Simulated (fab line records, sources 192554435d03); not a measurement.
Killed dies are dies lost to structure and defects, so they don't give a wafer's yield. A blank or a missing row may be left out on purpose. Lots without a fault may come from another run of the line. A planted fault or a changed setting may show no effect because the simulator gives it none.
fab line records | flow n5_finfet
record lots=7 wafers=21
route steps=1938 shown PMOS_HMC_CHANNEL_EPI@62 FIN_CUT@155 DUMMY_GATE@225 SD_EPI_P@301 SDB@373
start_h: hours from the record's first day to the start of the lot's first wafer shown | wait_h: hours since the lot's step before | " the same as in the row above | L1.1+2: a row that stands for several wafers | - no value, or no start given | * or withheld: withheld | < > ~ a bound
route shown NAME@n: a module of which the file shows steps, and the number in the route of the first | usual: mean/standard deviation of fault-free wafers | same: alike in all rows | chamber/n: place in a boat | sites: the reading at each site | _std_site: their standard deviation | _edge_site: outer sites' mean less inner sites' | radius_mm: how far each site lies from the wafer's centre | mask NAME#n: copy n | behind: the tool/chamber that last shaped the wafer | hold: why the lot was held/for how many hours/how that ended | device: the transistor (n, p or np) that didn't switch | end of line: the same wafers' tests at the end of the route | a step without rows: its recipe alone | killed: dies lost to structure and defects at the first sort, not the wafer's yield | map: a wafer's dies, x killed, . not, _ none there
set.NAME: the setting as run; set.NAME@STEP: as run at that earlier step | model.NAME: the simulator's own value behind a step, which no gauge read
lots whose settings were changed on purpose; a table a step, a row a wafer
## steps
# step N5_PMOS_HMC_CHANNEL_EPI_EXPOSE_06
# recipe mask_id=PMOS_HMC_BLK na=1.35 source_shape=conventional sigma_outer=0.8 polarization=unpolarized target_cd_nm=240 dose_mj=41
# columns lot.wafer tool chamber start_h wait_h mask set.dose_mj
L074.3+4+6 arfi_scanner-03 0 16.97 - PMOS_HMC_BLK#0 41
L076.1+3 arfi_scanner-02 0 29.42 - PMOS_HMC_BLK#0 41
L076.4 " 0 " " PMOS_HMC_BLK#0 38.27
L085.1+6 arfi_scanner-03 0 83.04 - PMOS_HMC_BLK#0 42.37
L085.2 " 0 " " PMOS_HMC_BLK#0 41
L086.1+4 arfi_scanner-01 0 89.27 - PMOS_HMC_BLK#0 41
L086.6 " 0 " " PMOS_HMC_BLK#0 43.93
L089.1+6 arfi_scanner-02 0 106.99 - PMOS_HMC_BLK#0 39.33
L089.4 " 0 " " PMOS_HMC_BLK#0 41
L090.1+3+6 arfi_scanner-03 0 113.35 - PMOS_HMC_BLK#0 41
L093.4+5 arfi_scanner-01 0 131.47 - PMOS_HMC_BLK#0 38.4
L093.6 " 0 " " PMOS_HMC_BLK#0 41
# step N5_PMOS_HMC_CHANNEL_EPI_PEB_07
# recipe peb_temp_c=110 peb_time_s=60 resist=CAR-ArF-block
# step N5_PMOS_HMC_CHANNEL_EPI_DEVELOP_08
# recipe develop_time_s=30 developer=TMAH resist=CAR-ArF-block dev_temp_c=23 rinse_liquid=diw dry=air_spin
# step N5_PMOS_HMC_CHANNEL_EPI_CD_MEAS_09
# recipe target_cd_nm=237.4 landing_energy_ev=500 detector=se_inlens
# usual cd_nm=237.9/1.2
# columns lot.wafer tool chamber start_h wait_h set.dose_mj@PMOS_HMC_CHANNEL_EPI_EXPOSE_06 cd_nm
L074.3 cd_sem-02 0 17.08 - 41 236.6
L074.4 " 0 " " 41 236.9
L074.6 " 0 " " 41 239.0
L076.1 cd_sem-03 0 29.54 - 41 235.1
L076.3 " 0 " " 41 237.4
L076.4 " 0 " " 38.27 231.0
L085.1 cd_sem-03 0 83.17 - 42.37 240.6
L085.2 " 0 " " 41 237.4
L085.6 " 0 " " 42.37 242.6
L086.1 cd_sem-03 0 89.39 - 41 235.6
L086.4 " 0 " " 41 236.8
L086.6 " 0 " " 43.93 242.7
L089.1 cd_sem-03 0 107.12 - 39.33 234.4
L089.4 " 0 " " 41 240.2
L089.6 " 0 " " 39.33 233.3
L090.1 cd_sem-03 0 113.48 - 41 237.9
L090.3 " 0 " " 41 236.1
L090.6 " 0 " " 41 237.7
L093.4 cd_sem-01 0 131.58 - 38.4 233.1
L093.5 " 0 " " 38.4 233.5
L093.6 " 0 " " 41 237.7
# step N5_PMOS_HMC_CHANNEL_EPI_DESCUM_14
# recipe chemistry=O2 time_s=7.9 source_power_w=50 bias_power_w=20 pressure_mtorr=20 rf_frequency_hz=2.712e+07 temp_c=40 resist=CAR-ArF-block o2_flow_sccm=225
# columns lot.wafer tool chamber start_h wait_h set.dose_mj@PMOS_HMC_CHANNEL_EPI_EXPOSE_06 model.PMOS_HMC_CHANNEL_EPI.cd_nm
L074.3 rie_diel-02 0 17.17 0.0 41 236.4
L074.4 " 1 " " 41 237.4
L074.6 " 0 " " 41 238.8
L076.1 rie_diel-02 3 29.63 0.0 41 234.9
L076.3 " 1 " " 41 237.4
L076.4 " 2 " " 38.27 230.7
L085.1 rie_diel-02 0 83.26 0.0 42.37 240.5
L085.2 " 2 " " 41 237.6
L085.6 " 3 " " 42.37 242.9
L086.1 rie_diel-03 3 89.48 0.0 41 235.9
L086.4 " 1 " " 41 237
L086.6 " 2 " " 43.93 243
L089.1 rie_diel-02 1 107.21 0.0 39.33 234.6
L089.4 " 3 " " 41 239.9
L089.6 " 2 " " 39.33 233.9
L090.1 rie_diel-03 2 113.57 0.0 41 238
L090.3 " 0 " " 41 236.3
L090.6 " 0 " " 41 237.2
L093.4 rie_diel-06 1 131.67 0.0 38.4 233
L093.5 " 0 " " 38.4 233.6
L093.6 " 1 " " 41 237.6
# step N5_PMOS_HMC_CHANNEL_EPI_ETCH_32
# recipe chemistry=N2/H2 target=BARC stop_on=SiO2 target_depth_a=858 over_etch_frac=0.3 time_s=50.3 ion_energy_ev=200 mask_material=CAR-ArF-block pressure_mtorr=30 source_w=840 bias_w=150 n2_flow_sccm=200 h2_flow_sccm=200
# usual rf_vpp_V=524.8/2.6
# columns lot.wafer tool chamber start_h wait_h set.bias_w set.dose_mj@PMOS_HMC_CHANNEL_EPI_EXPOSE_06 rf_vpp_V model.PMOS_HMC_CHANNEL_EPI.cd_nm
L074.3 rie_diel-02 0 17.20 0.0 150 41 524.3 237.7
L074.4 " 1 " " 150 41 522.9 238.7
L074.6 " 0 " " 150 41 522.1 240
L076.1 rie_diel-02 3 29.67 0.0 163.1 41 556.6 237.2
L076.3 " 1 " " 150 41 521.4 237.5
L076.4 " 2 " " 163.1 38.27 547.5 233.4
L085.1 rie_diel-02 0 83.29 0.0 150 42.37 523.1 241
L085.2 " 2 " " 170.2 41 562.2 241.1
L085.6 " 3 " " 150 42.37 527.0 245.2
L086.1 rie_diel-03 3 89.51 0.0 160.6 41 550.7 240
L086.4 " 1 " " 160.6 41 549.4 238.9
L086.6 " 2 " " 150 43.93 527.2 246.5
L089.1 rie_diel-02 1 107.24 0.0 150 39.33 521.5 235.5
L089.4 " 3 " " 150 41 526.4 241.5
L089.6 " 2 " " 150 39.33 518.8 236.9
L090.1 rie_diel-03 2 113.60 0.0 150 41 528.1 241.6
L090.3 " 0 " " 168 41 564.2 238
L090.6 " 0 " " 150 41 523.6 238.3
L093.4 rie_diel-06 1 131.70 0.0 164.4 38.4 557.3 235.7
L093.5 " 0 " " 164.4 38.4 556.7 237.1
L093.6 " 1 " " 164.4 41 557.9 240.8
# step N5_PMOS_HMC_CHANNEL_EPI_HM_OPEN_15
# recipe chemistry=CHF3/O2 target=SiO2 mask_material=CAR-ArF-block target_depth_a=406 CHF3_flow_sccm=50 O2_flow_sccm=5 Ar_flow_sccm=200 time_s=20.3 pressure_mtorr=30 source_w=650 bias_w=170 ion_energy_ev=200
# step N5_PMOS_HMC_CHANNEL_EPI_STRIP_33
# recipe chemistry=N2/H2 power_w=500 temp_c=40 pressure_mtorr=50 rf_frequency_hz=6e+07 overash_fraction=0.3 bias_power_w=8 h2_frac=0.5 n2_flow_sccm=300 h2_flow_sccm=300
# step N5_PMOS_HMC_CHANNEL_EPI_STRIP_17
# recipe chemistry=SPM time_s=750 temp_c=130 h2so4_h2o2_vol_ratio=4 dry=ipa_marangoni
# step N5_PMOS_HMC_CHANNEL_EPI_ETCH_38
# recipe chemistry=CF4 target=SiO2 target_depth_a=15 ion_energy_ev=350 pressure_mtorr=10 icp_w=800 bias_w=400 cf4_flow_sccm=80
# columns lot.wafer tool chamber start_h wait_h set.dose_mj@PMOS_HMC_CHANNEL_EPI_EXPOSE_06 model.PMOS_HMC_CHANNEL_EPI.cd_nm
L074.3 rie_si-05 0 17.60 0.0 41 237.6
L074.4 " 1 " " 41 238.8
L074.6 " 2 " " 41 239.9
L076.1 rie_si-03 3 30.09 0.0 41 237.4
L076.3 " 1 " " 41 237.7
L076.4 " 0 " " 38.27 233.5
L085.1 rie_si-06 1 83.69 0.0 42.37 241
L085.2 " 2 " " 41 241.3
L085.6 " 3 " " 42.37 245.1
L086.1 rie_si-03 2 89.91 0.0 41 240.2
L086.4 " 0 " " 41 239
L086.6 " 2 " " 43.93 246.8
L089.1 rie_si-03 2 107.64 0.0 39.33 235.5
L089.4 " 0 " " 41 241.6
L089.6 " 2 " " 39.33 237
L090.1 rie_si-03 2 114.00 0.0 41 241.6
L090.3 " 0 " " 41 238.1
L090.6 " 1 " " 41 238.4
L093.4 rie_si-03 1 132.10 0.0 38.4 235.9
L093.5 " 3 " " 38.4 237.2
L093.6 " 0 " " 41 240.9
# step N5_FIN_CUT_COAT_19
# recipe resist=SiARC temp_c=220 time_s=60 spin_rpm=1500 resist_thk_nm=20
# columns lot.wafer tool chamber start_h wait_h set.spin_rpm model.SiARC_of_FIN_CUT_COAT_19.thk_nm
L074.3+4+6 litho_track-04 0 - - 1500 20
L076.1+4 litho_track-01 0 - - 1500 20
L076.3 " 0 " " 1343 21.2
L085.1+6 litho_track-04 0 - - 1500 20
L085.2 " 0 " " 1437 20.4
L086.1 litho_track-01 0 - - 1500 20
L086.4+6 " 0 " " 1332 21.2
L089.1+4+6 litho_track-01 0 - - 1500 20
L090.1+6 litho_track-04 0 - - 1500 20
L090.3 " 0 " " 1342 21
L093.4 litho_track-05 0 - - 1437 20.4
L093.5+6 " 0 " " 1500 20
# step N5_FIN_CUT_COAT_29
# recipe resist=underlayer temp_c=205 time_s=60 spin_rpm=1500 resist_thk_nm=10
# step N5_FIN_CUT_COAT_02
# recipe resist=CAR-EUV spin_rpm=1500 resist_thk_nm=30
# step N5_FIN_CUT_DESCUM_13
# recipe chemistry=O2 time_s=7 source_power_w=50 bias_power_w=20 pressure_mtorr=20 rf_frequency_hz=2.712e+07 temp_c=40 resist=CAR-EUV o2_flow_sccm=225
# step N5_FIN_CUT_ETCH_30
# recipe chemistry=N2/H2 target=underlayer target_depth_a=130 mask_material=CAR-EUV time_s=10.4 ion_energy_ev=200 pressure_mtorr=30 source_w=840 bias_w=150 n2_flow_sccm=200 h2_flow_sccm=200 ends=cleared
# step N5_FIN_CUT_ETCH_20
# recipe chemistry=CF4 target=SiARC target_depth_a=260 mask_material=CAR-EUV time_s=43.3 ion_energy_ev=80 pressure_mtorr=40 source_w=545 bias_w=36 Ar_flow_sccm=100 cf4_flow_sccm=100 ends=cleared
# columns lot.wafer tool chamber start_h wait_h set.spin_rpm@FIN_CUT_COAT_19 model.etch.depth_nm
L074.3 rie_diel-02 3 26.90 0.0 1500 20.02
L074.4 " 0 " " 1500 20.01
L074.6 " 0 " " 1500 20
L076.1 rie_diel-03 2 39.10 0.0 1500 20
L076.3 " 1 " " 1343 21.12
L076.4 " 2 " " 1500 20.05
L085.1 rie_diel-02 0 93.51 0.0 1500 20.02
L085.2 " 1 " " 1437 20.42
L085.6 " 1 " " 1500 19.96
L086.1 rie_diel-06 1 99.74 0.0 1500 20.02
L086.4 " 0 " " 1332 21.25
L086.6 " 2 " " 1332 21.26
L089.1 rie_diel-02 1 116.43 0.0 1500 20.06
L089.4 " 3 " " 1500 20.01
L089.6 " 0 " " 1500 19.97
L090.1 rie_diel-03 3 122.37 0.0 1500 19.98
L090.3 " 0 " " 1342 21.07
L090.6 " 0 " " 1500 19.97
L093.4 rie_diel-02 3 140.81 0.0 1437 20.4
L093.5 " 1 " " 1500 20.02
L093.6 " 0 " " 1500 19.99
# step N5_DUMMY_GATE_COAT_09
# recipe resist=CAR-EUV spin_rpm=1500 resist_thk_nm=30
# columns lot.wafer tool chamber start_h wait_h set.spin_rpm model.CAR-EUV_of_DUMMY_GATE_COAT_09.thk_nm
L074.3+4 litho_track-02 0 - - 1500 30
L074.6 " 0 " " 1500 30.2
L076.1+3 litho_track-03 0 - - 1445 30.4
L076.4 " 0 " " 1500 29.8
L085.1+2+6 litho_track-03 0 - - 1500 30
L086.1+4+6 litho_track-03 0 - - 1500 29.8
L089.1+4 litho_track-02 0 - - 1500 29.8
L089.6 " 0 " " 1500 30
L090.1 litho_track-02 0 - - 1500 30
L090.3+6 " 0 " " 1585 29.2
L093.4 litho_track-05 0 - - 1500 30.2
L093.5+6 " 0 " " 1500 30
# step N5_DUMMY_GATE_EXPOSE_12
# recipe mask_id=GATE na=0.33 source_shape=annular sigma_inner=0.2 sigma_outer=0.6 polarization=unpolarized target_cd_nm=25 dose_mj=34
# columns lot.wafer tool chamber start_h wait_h mask set.dose_mj
L074.3+4+6 euv_scanner-01 0 47.03 - GATE#0 34
L076.1 euv_scanner-01 0 57.84 - GATE#0 32.28
L076.3+4 " 0 " " GATE#0 34
L085.1+2+6 euv_scanner-02 0 111.65 - GATE#0 34
L086.1+4+6 euv_scanner-01 0 117.79 - GATE#0 34
L089.1+6 euv_scanner-01 0 134.82 - GATE#0 34
L089.4 " 0 " " GATE#0 32.59
L090.1+3+6 euv_scanner-01 0 140.53 - GATE#0 34
L093.4 euv_scanner-02 0 158.88 - GATE#0 33.31
L093.5+6 " 0 " " GATE#0 34
# step N5_DUMMY_GATE_PEB_13
# recipe peb_temp_c=100 peb_time_s=60 resist=CAR-EUV
# step N5_DUMMY_GATE_DEVELOP_14
# recipe develop_time_s=30 developer=TMAH resist=CAR-EUV rinse_liquid=surfactant_rinse dry=air_spin dev_temp_c=23
# columns lot.wafer tool chamber start_h wait_h set.spin_rpm@DUMMY_GATE_COAT_09 model.CAR-EUV_of_DUMMY_GATE_COAT_09.thk_nm
L074.3+4 litho_track-02 0 - - 1500 29.6
L074.6 " 0 " " 1500 29.8
L076.1+3 litho_track-02 0 - - 1445 30
L076.4 " 0 " " 1500 29.4
L085.1+2+6 litho_track-05 0 - - 1500 29.6
L086.1+4+6 litho_track-03 0 - - 1500 29.4
L089.1+4+6 litho_track-02 0 - - 1500 29.4
L090.1 litho_track-02 0 - - 1500 29.6
L090.3 " 0 " " 1585 28.8
L090.6 " 0 " " 1585 28.6
L093.4+5+6 litho_track-05 0 - - 1500 29.6
# step N5_DUMMY_GATE_CD_MEAS_15
# recipe target_cd_nm=25.8 landing_energy_ev=500 detector=se_inlens
# usual cd_nm=24.96/0.24
# columns lot.wafer tool chamber start_h wait_h set.dose_mj@DUMMY_GATE_EXPOSE_12 cd_nm
L074.3 cd_sem-02 0 47.15 - 34 25.15
L074.4 " 0 " " 34 24.56
L074.6 " 0 " " 34 24.86
L076.1 cd_sem-02 0 57.97 - 32.28 26.12
L076.3 " 0 " " 34 25.23
L076.4 " 0 " " 34 24.91
L085.1 cd_sem-03 0 111.77 - 34 24.78
L085.2 " 0 " " 34 24.93
L085.6 " 0 " " 34 25.09
L086.1 cd_sem-02 0 117.91 - 34 25.15
L086.4 " 0 " " 34 24.94
L086.6 " 0 " " 34 25.11
L089.1 cd_sem-02 0 134.95 - 34 25.02
L089.4 " 0 " " 32.59 26.04
L089.6 " 0 " " 34 25.13
L090.1 cd_sem-02 0 140.66 - 34 25.00
L090.3 " 0 " " 34 24.70
L090.6 " 0 " " 34 24.78
L093.4 cd_sem-01 0 159.00 - 33.31 25.47
L093.5 " 0 " " 34 25.48
L093.6 " 0 " " 34 24.98
# step N5_SD_EPI_P_PEB_07
# recipe peb_temp_c=110 peb_time_s=60 resist=CAR-ArF-block
# columns lot.wafer tool chamber start_h wait_h set.peb_time_s
L074.3+4+6 litho_track-04 0 54.35 0.0 60
L076.1+3+4 litho_track-04 0 66.36 0.1 60
L085.1 litho_track-03 0 118.60 0.1 53.38
L085.2+6 " 0 " " 60
L086.1+4 litho_track-03 0 126.25 0.1 53.06
L086.6 " 0 " " 60
L089.1+4+6 litho_track-03 0 142.71 0.1 60
L090.1+3 litho_track-03 0 148.67 0.1 69.89
L090.6 " 0 " " 60
L093.4+6 litho_track-03 0 165.94 0.0 53.04
L093.5 " 0 " " 60
# step N5_SD_EPI_P_DEVELOP_08
# recipe develop_time_s=30 developer=TMAH resist=CAR-ArF-block dev_temp_c=23 rinse_liquid=diw dry=air_spin
# step N5_SD_EPI_P_CD_MEAS_09
# recipe target_cd_nm=240 landing_energy_ev=500 detector=se_inlens
# usual cd_nm=239.9/1.1
# columns lot.wafer tool chamber start_h wait_h set.peb_time_s@SD_EPI_P_PEB_07 cd_nm
L074.3 cd_sem-03 0 54.42 - 60 240.3
L074.4 " 0 " " 60 239.4
L074.6 " 0 " " 60 238.5
L076.1 cd_sem-02 0 66.43 - 60 242.1
L076.3 " 0 " " 60 241.5
L076.4 " 0 " " 60 241.5
L085.1 cd_sem-02 0 118.67 - 53.38 234.4
L085.2 " 0 " " 60 238.3
L085.6 " 0 " " 60 239.9
L086.1 cd_sem-02 0 126.32 - 53.06 235.3
L086.4 " 0 " " 53.06 235.0
L086.6 " 0 " " 60 239.2
L089.1 cd_sem-02 0 142.78 - 60 240.0
L089.4 " 0 " " 60 240.6
L089.6 " 0 " " 60 238.5
L090.1 cd_sem-02 0 148.74 - 69.89 243.8
L090.3 " 0 " " 69.89 243.9
L090.6 " 0 " " 60 239.3
L093.4 cd_sem-03 0 166.00 - 53.04 233.9
L093.5 " 0 " " 60 238.6
L093.6 " 0 " " 53.04 235.1
# step N5_SD_EPI_P_DESCUM_14
# recipe chemistry=O2 time_s=7.9 source_power_w=50 bias_power_w=20 pressure_mtorr=20 rf_frequency_hz=2.712e+07 temp_c=40 resist=CAR-ArF-block o2_flow_sccm=225
# columns lot.wafer tool chamber start_h wait_h set.peb_time_s@SD_EPI_P_PEB_07 model.SD_EPI_P.cd_nm
L074.3 rie_diel-06 3 54.50 0.0 60 240.2
L074.4 " 1 " " 60 239.4
L074.6 " 0 " " 60 239
L076.1 rie_diel-06 0 66.51 0.0 60 242.4
L076.3 " 3 " " 60 -
L076.4 " 3 " " 60 241.2
L085.1 rie_diel-03 2 118.76 0.0 53.38 234.6
L085.2 " 1 " " 60 238.2
L085.6 " 1 " " 60 239.6
L086.1 rie_diel-02 0 126.40 0.0 53.06 234.8
L086.4 " 2 " " 53.06 235.4
L086.6 " 3 " " 60 239
L089.1 rie_diel-02 0 142.86 0.0 60 239.8
L089.4 " 1 " " 60 240.2
L089.6 " 0 " " 60 238.6
L090.1 rie_diel-03 3 148.83 0.0 69.89 244.8
L090.3 " 2 " " 69.89 244.2
L090.6 " 3 " " 60 239.4
L093.4 rie_diel-03 1 166.09 0.0 53.04 233.6
L093.5 " 1 " " 60 238.4
L093.6 " 2 " " 53.04 235
# step N5_SD_EPI_P_ETCH_37
# recipe chemistry=N2/H2 target=SOC overetch_a=1080 mask_material=SiARC temp_c=40 ion_energy_ev=100 source_w=3000 bias_w=133 pressure_mtorr=20 time_s=486 n2_flow_sccm=200 h2_flow_sccm=200 ends=end_point
# usual rf_vpp_V=241.2/1.5
# columns lot.wafer tool chamber start_h wait_h set.source_w rf_vpp_V model.SiARC_of_SD_EPI_P_COAT_35.thk_nm
L074.3 rie_diel-06 3 54.59 0.0 3000 238.9 19.8
L074.4 " 1 " " 3000 240.6 19.6
L074.6 " 0 " " 3000 240.8 19.2
L076.1 rie_diel-06 0 66.61 0.0 3000 241.4 19.4
L076.3 " 3 " " 3000 240.2 20
L076.4 " 3 " " 3304 232.4 18.6
L085.1 rie_diel-03 2 118.85 0.0 3000 242.3 19.2
L085.2 " 1 " " 3000 241.7 19.2
L085.6 " 1 " " 3000 242.1 19.4
L086.1 rie_diel-02 0 126.50 0.0 3000 240.3 20
L086.4 " 2 " " 3000 237.5 19.2
L086.6 " 3 " " 3000 241.8 19.4
L089.1 rie_diel-02 0 142.96 0.0 3000 238.4 20.2
L089.4 " 1 " " 3476 228.1 17.4
L089.6 " 0 " " 3476 229.3 18.2
L090.1 rie_diel-03 3 148.92 0.0 3000 242.9 19.8
L090.3 " 2 " " 3000 241.6 19.2
L090.6 " 3 " " 3197 236.9 19
L093.4 rie_diel-03 1 166.18 0.0 3000 242.9 19.4
L093.5 " 1 " " 3000 242.0 19.4
L093.6 " 2 " " 3000 244.0 19.2
# step N5_SDB_ALD_29
# recipe material=SiNx target_thk_a=300 temp_c=400 ald_precursor_family=SiH2I2 ald_co_reactant=N2/H2-plasma pulse_time_s=1 ald_cycles=600 purge_time_s=2 co_reactant_purge_time_s=2 pressure_torr=2
# columns lot.wafer tool chamber start_h wait_h set.ald_cycles model.SiNx_of_SDB_ALD_29.thk_nm
L074.3+4+6 ald_sin-03 2,1,1 68.06 0.1 600 30.2
L076.1+3 ald_sin-03 3,0 79.01 0.0 600 30
L076.4 " 1 " " 600 30.2
L085.1 ald_sin-02 2 132.20 0.4 600 30.4
L085.2 " 1 " " 569 28.6
L085.6 " 2 133.55 1.7 600 30
L086.1+6 ald_sin-04 0 138.75 0.0 600 29.6
L086.4 " 3 " " 600 30
L089.1+4 ald_sin-03 2,0 154.88 0.0 652 32.6
L089.6 " 0 156.23 1.4 600 30
L090.1 ald_sin-02 2 161.03 0.0 600 30.2
L090.3+6 " 3 " " 545 27
L093.4 ald_sin-03 1 178.25 0.0 509 25.2
L093.5 " 1 179.61 1.4 600 29.8
L093.6 " 2 " " 509 25.4
## key
split step=N5_PMOS_HMC_CHANNEL_EPI_EXPOSE_06 setting=dose_mj stated=41 by=wafer
response step=N5_PMOS_HMC_CHANNEL_EPI_CD_MEAS_09 reading=cd_nm change=+0.913 per=1% r=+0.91
response step=N5_PMOS_HMC_CHANNEL_EPI_DESCUM_14 reading=model.PMOS_HMC_CHANNEL_EPI.cd_nm change=+0.9 per=1% r=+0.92
response step=N5_PMOS_HMC_CHANNEL_EPI_ETCH_32 reading=model.PMOS_HMC_CHANNEL_EPI.cd_nm change=+0.816 per=1% r=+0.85
response step=N5_PMOS_HMC_CHANNEL_EPI_ETCH_38 reading=model.PMOS_HMC_CHANNEL_EPI.cd_nm change=+0.815 per=1% r=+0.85
split step=N5_PMOS_HMC_CHANNEL_EPI_ETCH_32 setting=bias_w stated=150 by=wafer
response step=N5_PMOS_HMC_CHANNEL_EPI_ETCH_32 reading=rf_vpp_V change=+3.08 per=1% r=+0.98
split step=N5_FIN_CUT_COAT_19 setting=spin_rpm stated=1500 by=wafer
response step=N5_FIN_CUT_COAT_19 reading=model.SiARC_of_FIN_CUT_COAT_19.thk_nm change=-0.105 per=1% r=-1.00
response step=N5_FIN_CUT_ETCH_20 reading=model.etch.depth_nm change=-0.106 per=1% r=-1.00
split step=N5_DUMMY_GATE_COAT_09 setting=spin_rpm stated=1500 by=wafer
response step=N5_DUMMY_GATE_COAT_09 reading=model.CAR-EUV_of_DUMMY_GATE_COAT_09.thk_nm change=-0.148 per=1% r=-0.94
response step=N5_DUMMY_GATE_DEVELOP_14 reading=model.CAR-EUV_of_DUMMY_GATE_COAT_09.thk_nm change=-0.16 per=1% r=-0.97
split step=N5_DUMMY_GATE_EXPOSE_12 setting=dose_mj stated=34 by=wafer
response step=N5_DUMMY_GATE_CD_MEAS_15 reading=cd_nm change=-0.208 per=1% r=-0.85
split step=N5_SD_EPI_P_PEB_07 setting=peb_time_s stated=60 by=wafer
response step=N5_SD_EPI_P_CD_MEAS_09 reading=cd_nm change=+0.337 per=1% r=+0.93
response step=N5_SD_EPI_P_DESCUM_14 reading=model.SD_EPI_P.cd_nm change=+0.339 per=1% r=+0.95
split step=N5_SD_EPI_P_ETCH_37 setting=source_w stated=3000 by=wafer
response step=N5_SD_EPI_P_ETCH_37 reading=rf_vpp_V change=-0.688 per=1% r=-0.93
response step=N5_SD_EPI_P_ETCH_37 reading=model.SiARC_of_SD_EPI_P_COAT_35.thk_nm change=-0.132 per=1% r=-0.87
split step=N5_SDB_ALD_29 setting=ald_cycles stated=600 by=wafer
response step=N5_SDB_ALD_29 reading=model.SiNx_of_SDB_ALD_29.thk_nm change=+0.309 per=1% r=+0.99
